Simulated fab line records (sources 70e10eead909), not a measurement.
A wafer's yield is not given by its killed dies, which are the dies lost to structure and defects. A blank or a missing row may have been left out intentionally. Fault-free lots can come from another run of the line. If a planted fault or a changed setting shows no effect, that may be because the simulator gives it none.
Matching of chambers / flow nand harc / NHARC_A_STAIRCASE_ALD_415 on ald hk-02: 4 sister chambers
The step deposits SiO2, target thk 30 nm, pulse time 6 s, ald cycles 300. 7 wafers are shown with their chamber, then 7 later ones without.

## WAFERS WITH THEIR CHAMBER
wafer=L537.1; chamber=3; heater power w (W)=455; heater power outer w (W)=265
wafer=L537.5; chamber=1; heater power w (W)=407; heater power outer w (W)=233
wafer=L539.1; chamber=0; heater power w (W)=490; heater power outer w (W)=251
wafer=L539.2; chamber=2; heater power w (W)=468; heater power outer w (W)=292
wafer=L539.6; chamber=2; heater power w (W)=467; heater power outer w (W)=296
wafer=L542.1; chamber=1; heater power w (W)=403; heater power outer w (W)=223
wafer=L542.2; chamber=0; heater power w (W)=502; heater power outer w (W)=250

## WAFERS WITHOUT THEIR CHAMBER
wafer=L542.6; heater power w (W)=473; heater power outer w (W)=299
wafer=L544.1; heater power w (W)=466; heater power outer w (W)=303
wafer=L544.4; heater power w (W)=404; heater power outer w (W)=235
wafer=L544.5; heater power w (W)=499; heater power outer w (W)=253
wafer=L546.1; heater power w (W)=464; heater power outer w (W)=298
wafer=L546.2; heater power w (W)=500; heater power outer w (W)=252
wafer=L546.4; heater power w (W)=467; heater power outer w (W)=262

## THE CHAMBER EACH PASSED THROUGH
wafer=L542.6; from the rows above=2; in truth=2
wafer=L544.1; from the rows above=2; in truth=2
wafer=L544.4; from the rows above=1; in truth=1
wafer=L544.5; from the rows above=0; in truth=0
wafer=L546.1; from the rows above=2; in truth=2
wafer=L546.2; from the rows above=0; in truth=0
wafer=L546.4; from the rows above=3; in truth=3
Placed correctly: 7 of 7. From these rows, 0 cannot be placed. Wrongly placed: 0.
How it was worked out, from the rows above alone: a wafer's distance from a chamber is the root of the sum, over the readings, of the square of ((its reading less the chamber's mean) divided by the reading's scatter). The wafer belongs to the nearest chamber; if the next one is less than 2 further off, it can't be placed. A chamber's mean is the mean of its shown wafers. The scatter: take each reading less its chamber's mean, square it, sum over the shown wafers, divide by the number of wafers less the number of chambers, and take the root.
